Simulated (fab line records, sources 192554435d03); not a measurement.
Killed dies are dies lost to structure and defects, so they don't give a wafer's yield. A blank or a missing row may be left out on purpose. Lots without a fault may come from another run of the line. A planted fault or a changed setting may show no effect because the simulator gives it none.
fab line records | flow n5_finfet | part 2 of 2: steps 5 to 6 of 6
record lots=24 wafers=72 last_day=17
route steps=1938 shown MOL_CONTACT_COAG@580 BEOL_M0_SAQP@654
lots that met no fault: from a run of the same line without faults
start_h: hours from the record's first day to the start of the lot's first wafer shown | wait_h: hours since the lot's step before | " the same as in the row above | L1.1+2: a row that stands for several wafers | - no value, or no start given | * or withheld: withheld | < > ~ a bound
route shown NAME@n: a module of which the file shows steps, and the number in the route of the first | usual: mean/standard deviation of fault-free wafers | same: alike in all rows | chamber/n: place in a boat | sites: the reading at each site | _std_site: their standard deviation | _edge_site: outer sites' mean less inner sites' | radius_mm: how far each site lies from the wafer's centre | mask NAME#n: copy n | behind: the tool/chamber that last shaped the wafer | hold: why the lot was held/for how many hours/how that ended | device: the transistor (n, p or np) that didn't switch | end of line: the same wafers' tests at the end of the route | a step without rows: its recipe alone | killed: dies lost to structure and defects at the first sort, not the wafer's yield | map: a wafer's dies, x killed, . not, _ none there
set.NAME: the setting as run; set.NAME@STEP: as run at that earlier step | model.NAME: the simulator's own value behind a step, which no gauge read
steps of the route over a sample of lots; a table a step, a row a wafer
services: from which hour (start_h, from the record's first day; less than 0 if before it) a tool's chamber was out of use, for how many hours, and why
## steps
# step N5_BEOL_M0_SAQP_STRIP_86
# recipe chemistry=N2/H2 power_w=500 temp_c=40 pressure_mtorr=50 rf_frequency_hz=6e+07 overash_fraction=0.3 bias_power_w=28 h2_frac=0.5 n2_flow_sccm=300 h2_flow_sccm=300
# usual drypump_motor_current_A=5.9/0.51 oes_product_au=0.74/0.058 rf_vpp_V=121.8/1.6 showerhead_plenum_p_Torr=3.33/0.11 throttle_valve_pct=18.85/0.24
# columns lot.wafer tool chamber start_h wait_h drypump_motor_current_A oes_product_au rf_hours_counter_h rf_vpp_V showerhead_plenum_p_Torr throttle_valve_pct
L074.1 rie_diel-04 3 107.67 0.1 6.0 0.72 155 122.7 3.48 18.36
L074.2 " 0 " " 6.3 0.74 196 121.8 3.18 19.00
L074.3 " 1 " " 6.0 0.74 138 123.8 3.50 19.04
L075.1 rie_diel-03 1 112.57 0.1 6.4 0.74 161 121.2 3.34 18.60
L075.3 " 0 " " 5.9 0.71 216 121.7 3.19 18.99
L075.5 " 2 " " 5.2 0.73 - 123.0 3.36 19.28
L076.1 rie_diel-02 3 123.06 0.1 6.6 0.67 236 124.4 3.44 18.89
L076.4 " 0 " " 5.1 0.83 83 123.6 3.52 18.93
L076.5 " 3 " " 6.6 0.68 - 122.1 3.44 18.85
L077.1 rie_diel-03 0 129.54 0.2 5.9 0.70 222 120.4 3.18 18.99
L077.3 " 3 " " 5.3 0.74 159 119.3 3.20 18.89
L077.5 " 2 " " 5.3 0.72 - 122.3 3.35 19.27
L078.1 rie_diel-02 3 129.66 0.1 6.6 0.68 238 121.3 3.44 18.86
L078.5 " 0 " " 5.1 0.82 - 123.7 3.52 18.91
L078.6 " 1 " " 6.2 0.76 - 121.5 3.24 18.77
L079.1 rie_diel-04 2 139.97 0.1 5.5 0.76 139 122.2 3.36 18.80
L079.3 " 0 " " 6.3 0.73 201 123.7 3.18 18.98
L079.5 " 3 " " 6.0 0.73 - 120.0 3.48 18.39
L081.1 rie_diel-04 3 148.06 0.1 6.0 0.72 168 122.4 3.48 18.38
L081.3 " 2 " " 5.4 0.76 142 121.9 3.35 18.78
L081.5 " 3 " " 5.9 0.72 - 120.7 3.48 18.39
L080.2 rie_diel-02 1 151.27 0.1 6.2 0.76 139 121.6 3.23 18.77
L080.3 " 2 " " 6.2 0.73 152 122.6 3.36 18.56
L080.6 " 2 " " 6.2 0.73 - 121.2 3.35 18.57
L082.2 rie_diel-03 2 160.64 0.1 5.3 0.72 188 121.5 3.35 19.27
L082.3 " 0 " " 5.9 0.70 231 120.2 3.18 19.04
L082.5 " 2 " " 5.3 0.73 - 122.4 3.35 19.25
L083.2 rie_diel-03 0 162.30 0.1 5.9 0.69 231 119.4 3.18 19.00
L083.3 " 1 " " 6.5 0.72 176 124.3 3.34 18.63
L083.6 " 1 " " 6.5 0.72 - 124.6 3.34 18.63
L084.1 rie_diel-03 3 172.85 0.1 5.3 0.73 171 119.8 3.19 18.92
L084.5 " 1 " " 6.5 0.72 - 122.8 3.34 18.62
L084.6 " 2 " " 5.3 0.72 - 119.8 3.35 19.28
L085.2 rie_diel-03 3 177.69 0.1 5.3 0.73 173 121.1 3.19 18.92
L085.3 " 2 " " 5.3 0.71 193 120.1 3.35 19.29
L085.4 " 0 " " 5.9 0.69 236 120.0 3.18 19.03
L086.1 rie_diel-04 3 184.41 0.1 5.9 0.71 178 124.0 3.47 18.43
L086.3 " 2 " " 5.4 0.75 152 121.9 3.35 18.83
L086.4 " 0 " " 6.3 0.71 214 118.6 3.17 19.02
L087.2 rie_diel-03 0 189.72 0.1 5.9 0.69 238 120.7 3.18 19.00
L087.3 " 3 " " 5.3 0.72 176 122.6 3.19 18.90
L087.5 " 0 " " 5.9 0.69 - 118.5 3.18 19.03
L088.2 rie_diel-02 3 192.71 0.1 6.7 1.02 0 125.2 3.44 18.53
L088.3 " 0 " " 5.1 0.79 105 123.2 3.51 18.94
L088.5 " 1 " " 6.2 0.75 - 122.3 3.23 18.80
L089.1 rie_diel-02 3 202.18 0.1 6.7 0.99 3 124.1 3.43 18.53
L089.2 " 2 " " 6.1 0.73 168 124.0 3.35 18.60
L089.3 " 0 " " 5.1 0.81 107 123.4 3.51 18.96
L090.1 rie_diel-02 3 207.81 0.1 6.7 0.97 5 122.1 3.43 18.54
L090.5 " 0 " " 5.1 0.81 - 120.9 3.51 18.96
L090.6 " 1 " " 6.2 0.73 - 120.8 3.23 18.77
L091.1 rie_diel-03 3 211.63 0.2 5.3 0.72 181 121.6 3.19 18.88
L091.3 " 1 " " 6.5 0.71 191 122.8 3.33 18.61
L091.6 " 2 " " 5.3 0.71 - 118.5 3.34 19.29
L092.1 rie_diel-04 2 212.48 0.1 5.4 0.75 160 120.3 3.34 18.84
L092.2 " 3 " " 5.9 0.70 187 121.1 3.47 18.40
L092.4 " 0 " " 6.3 0.72 222 119.6 3.17 19.05
L093.3 rie_diel-02 3 224.66 0.3 6.6 0.96 9 122.6 3.43 18.54
L093.5 " 3 " " 6.6 0.95 - 120.7 3.43 18.52
L093.6 " 2 " " 6.1 0.71 - 122.9 3.34 18.63
L094.2 rie_diel-03 2 227.72 0.1 5.3 0.71 209 121.4 3.34 19.32
L094.5 " 3 " " 5.3 0.73 - 121.2 3.19 18.94
L094.6 " 1 " " 6.5 0.71 - 124.4 3.33 18.67
L095.1 rie_diel-03 1 234.21 0.1 6.5 0.70 198 122.6 3.33 18.64
L095.2 " 3 " " 5.3 0.71 189 122.2 3.18 18.96
L095.4 " 1 " " 6.5 0.70 - 121.1 3.32 18.65
L096.4 rie_diel-04 3 240.75 0.1 6.0 0.69 196 122.5 3.46 18.46
L096.5 " 2 " " 5.4 0.74 - 122.4 3.34 18.82
L096.6 " 3 " " 5.9 0.70 - 123.8 3.46 18.43
L097.1 rie_diel-02 0 248.65 0.1 5.1 0.77 122 122.6 3.50 18.96
L097.2 " 2 " " 6.1 0.72 181 123.5 3.34 18.62
L097.6 " 1 " " 6.1 0.74 - 119.9 3.22 18.82
# step N5_BEOL_M0_SAQP_ETCH_106
# recipe chemistry=N2/H2 target=SOC target_depth_a=1500 stop_on=SiNx ion_energy_ev=100 bias_w=61 pressure_mtorr=30 source_w=850 n2_flow_sccm=200 h2_flow_sccm=200
# usual drypump_motor_current_A=5.9/0.48 oes_product_au=0.73/0.048 rf_vpp_V=240.5/1.4 showerhead_plenum_p_Torr=2.53/0.092 throttle_valve_pct=17.80/0.13
# columns lot.wafer tool chamber start_h wait_h drypump_motor_current_A oes_product_au rf_hours_counter_h rf_vpp_V showerhead_plenum_p_Torr throttle_valve_pct
L074.1 rie_diel-03 0 109.86 - 5.9 0.70 215 239.0 2.41 17.90
L074.2 " 2 " " 5.3 0.73 174 242.4 2.54 17.80
L074.3 " 3 " " 5.3 0.75 152 240.5 2.42 17.83
L075.1 rie_diel-03 1 114.58 - 6.4 0.73 162 241.1 2.53 17.79
L075.3 " 0 " " 5.9 0.70 217 239.2 2.41 17.91
L075.5 " 1 " " 6.5 0.72 - 241.5 2.53 17.78
L076.1 rie_diel-04 2 124.95 - 5.4 0.77 134 240.8 2.54 17.73
L076.4 " 1 " " 6.0 0.73 - 241.5 2.65 17.86
L076.5 " 3 " " 5.9 0.72 - 242.1 2.64 17.62
L077.1 rie_diel-04 2 131.90 - 5.4 0.76 137 239.5 2.54 17.73
L077.3 " 0 " " 6.3 0.71 199 237.8 2.40 17.99
L077.5 " 1 " " 6.0 0.73 - 242.8 2.65 17.88
L078.1 rie_diel-02 3 132.08 - 6.6 0.67 239 240.5 2.61 17.92
L078.5 " 3 " " 6.6 0.66 - 242.3 2.61 17.91
L078.6 " 2 " " 6.2 0.74 - 240.1 2.54 17.64
L079.1 rie_diel-03 2 142.05 - 5.3 0.72 182 241.5 2.54 17.77
L079.3 " 1 " " 6.5 0.72 171 240.9 2.53 17.82
L079.5 " 1 " " 6.5 0.72 - 240.8 2.53 17.81
L081.1 rie_diel-04 3 149.96 - 6.0 0.72 169 242.7 2.63 17.63
L081.3 " 2 " " 5.4 0.75 143 243.1 2.54 17.74
L081.5 " 0 " " 6.4 0.72 - 238.9 2.40 18.00
L080.2 rie_diel-03 3 153.34 - 5.3 0.73 166 239.1 2.41 17.88
L080.3 " 1 " " 6.5 0.72 174 238.1 2.53 17.82
L080.6 " 0 " " 5.9 0.69 - 238.8 2.40 17.93
L082.2 rie_diel-02 0 163.26 - 5.1 0.80 95 241.3 2.67 17.67
L082.3 " 1 " " 6.1 0.75 142 239.9 2.44 17.71
L082.5 " 1 " " 6.2 0.75 - 239.7 2.44 17.74
L083.2 rie_diel-02 2 164.23 - 6.2 0.73 156 240.7 2.54 17.67
L083.3 " 3 " " 6.6 0.66 246 241.5 2.60 17.95
L083.6 " 2 " " 6.1 0.74 - 239.7 2.54 17.66
L084.1 rie_diel-02 1 175.82 - 6.1 0.76 146 240.1 2.44 17.74
L084.5 " 1 " " 6.1 0.75 - 239.8 2.44 17.72
L084.6 " 2 " " 6.2 0.73 - 241.2 2.54 17.68
L085.2 rie_diel-04 0 180.75 - 6.3 0.71 213 238.5 2.40 18.02
L085.3 " 1 " " 6.0 0.71 160 241.3 2.64 17.89
L085.4 " 3 " " 6.0 0.71 177 241.1 2.63 17.66
L086.1 rie_diel-03 2 187.19 - 5.3 0.71 195 239.9 2.53 17.79
L086.3 " 1 " " 6.5 0.72 183 239.9 2.52 17.84
L086.4 " 3 " " 5.3 0.73 175 239.4 2.41 17.88
L087.2 rie_diel-03 0 192.30 - 5.9 0.69 239 237.6 2.40 17.95
L087.3 " 2 " " 5.3 0.71 197 240.7 2.53 17.80
L087.5 " 3 " " 5.3 0.72 - 239.3 2.41 17.89
L088.2 rie_diel-04 0 194.61 - 6.3 0.71 217 239.4 2.39 18.02
L088.3 " 1 " " 6.0 0.72 164 241.8 2.64 17.89
L088.5 " 3 " " 5.9 0.71 - 241.0 2.63 17.66
L089.1 rie_diel-02 2 204.07 - 6.1 0.72 168 241.2 2.53 17.67
L089.2 " 0 " " 5.1 0.78 108 243.0 2.66 17.69
L089.3 " 1 " " 6.2 0.74 155 239.1 2.44 17.75
L090.1 rie_diel-04 3 209.70 - 6.0 0.71 186 243.0 2.63 17.66
L090.5 " 3 " " 6.0 0.71 - 241.0 2.63 17.68
L090.6 " 0 " " 6.4 0.71 - 239.3 2.39 18.04
L091.1 rie_diel-04 3 214.09 - 6.0 0.70 187 241.5 2.63 17.67
L091.3 " 0 " " 6.3 0.71 222 240.0 2.39 18.03
L091.6 " 0 " " 6.3 0.71 - 237.8 2.39 18.02
L092.1 rie_diel-02 3 214.70 - 6.6 0.96 6 239.4 2.60 17.56
L092.2 " 0 " " 5.1 0.79 111 240.7 2.66 17.69
L092.4 " 1 " " 6.2 0.74 158 238.6 2.44 17.75
L093.3 rie_diel-02 1 226.62 - 6.2 0.73 161 237.9 2.44 17.75
L093.5 " 0 " " 5.1 0.78 - 241.8 2.66 17.70
L093.6 " 1 " " 6.2 0.73 - 238.9 2.44 17.77
L094.2 rie_diel-04 3 229.66 - 5.9 0.70 193 241.0 2.62 17.68
L094.5 " 3 " " 5.9 0.70 - 241.2 2.62 17.68
L094.6 " 2 " " 5.4 0.73 - 241.9 2.53 17.77
L095.1 rie_diel-03 1 236.49 - 6.5 0.70 200 240.4 2.52 17.85
L095.2 " 2 " " 5.3 0.70 213 242.6 2.52 17.84
L095.4 " 1 " " 6.5 0.70 - 239.9 2.52 17.86
L096.4 rie_diel-03 1 242.67 - 6.4 0.70 - 239.7 2.51 17.86
L096.5 " 2 " " 5.3 0.70 - 240.2 2.52 17.83
L096.6 " 3 " " 5.3 0.71 - 240.7 2.40 17.91
L097.1 rie_diel-04 1 251.28 - 6.1 0.71 180 239.8 2.63 17.94
L097.2 " 3 " " 5.9 0.69 199 240.5 2.62 17.68
L097.6 " 1 " " 6.0 0.70 - 240.6 2.63 17.94
## services
# columns tool chamber start_h hours kind
rie_diel-05 2 80.74 5.5 repair
rie_diel-02 - 104.66 0.8 repair
rie_diel-05 0 110.92 6.6 repair
rie_diel-06 1 116.06 7.0 repair
rie_diel-04 - 117.44 2.2 repair
rie_diel-03 2 119.39 6.6 repair
rie_diel-02 - 126.83 2.8 pm
rie_diel-02 3 178.90 - clean
rie_diel-02 3 178.90 - consumable_replace:focus_ring
rie_diel-02 3 178.90 12.8 scheduled_down
rie_diel-02 3 178.90 12.8 vent_cycle
rie_diel-01 1 194.65 3.8 repair
rie_diel-05 1 208.51 1.2 repair
rie_diel-02 3 210.65 2.9 repair
rie_diel-05 0 212.49 - clean
rie_diel-05 0 212.49 - consumable_replace:focus_ring
rie_diel-03 0 225.48 - clean
rie_diel-03 0 225.48 - consumable_replace:focus_ring
rie_diel-03 0 225.48 - consumable_replace:showerhead
rie_diel-03 0 225.48 21.1 scheduled_down
rie_diel-03 0 225.48 21.1 vent_cycle
rie_diel-06 - 229.49 2.8 pm
rie_diel-04 2 248.97 8.5 repair
rie_diel-02 3 249.69 7.0 repair
